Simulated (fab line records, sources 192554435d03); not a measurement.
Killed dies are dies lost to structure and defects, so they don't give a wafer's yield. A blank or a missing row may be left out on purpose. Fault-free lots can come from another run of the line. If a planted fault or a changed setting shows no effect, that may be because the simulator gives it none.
Matching of chambers	flow n5 finfet	N5_BEOL_M1_ETCH_63 on rie diel-01 has 4 sister chambers
The step etches SiARC in CF4, target depth 15.6 nm, time 26 s. 8 wafers are shown with their chamber, then 10 later ones without.

WAFERS WITH THEIR CHAMBER
wafer	chamber	drypump motor current A (A)	showerhead plenum p Torr (Torr)
L077.2	0	5.6	2.12
L082.5	0	5.7	2.12
L087.1	2	6.3	2.06
L087.2	3	5.4	2.14
L091.2	3	5.4	2.14
L091.6	1	5.5	2.14
L092.1	1	5.4	2.14
L092.2	2	6.3	2.05

WAFERS WITH NO CHAMBER GIVEN
wafer	drypump motor current A (A)	showerhead plenum p Torr (Torr)
L092.3	5.4	2.14
L093.1	6.3	2.05
L093.2	5.4	2.14
L093.3	5.5	2.14
L094.2	5.4	2.14
L094.3	6.3	2.05
L094.5	5.5	2.14
L097.1	5.5	2.13
L097.3	5.4	2.14
L097.6	5.4	2.13

THE CHAMBER EACH PASSED THROUGH
wafer	from the rows above	in truth
L092.3	can't be placed: 3 or 1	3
L093.1	2	2
L093.2	can't be placed: 3 or 1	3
L093.3	can't be placed: 1 or 3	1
L094.2	can't be placed: 3 or 1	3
L094.3	2	2
L094.5	can't be placed: 1 or 3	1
L097.1	can't be placed: 1 or 3 or 0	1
L097.3	can't be placed: 3 or 1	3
L097.6	can't be placed: 3 or 1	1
Correct placement for 2 of the 10. Unplaceable from these rows: 8, with the true chamber sitting among the candidates in 8. Wrongly placed: 0.
How it was worked out, from the rows above alone: a wafer's distance from a chamber is the root of the sum, over the readings, of the square of ((its reading less the chamber's mean) divided by the reading's scatter). The wafer belongs to the nearest chamber; if the next one is less than 2 further off, it can't be placed. For every chamber, the mean is computed from those of its wafers that are shown. The scatter: take each reading less its chamber's mean, square it, sum over the shown wafers, divide by the number of wafers less the number of chambers, and take the root.
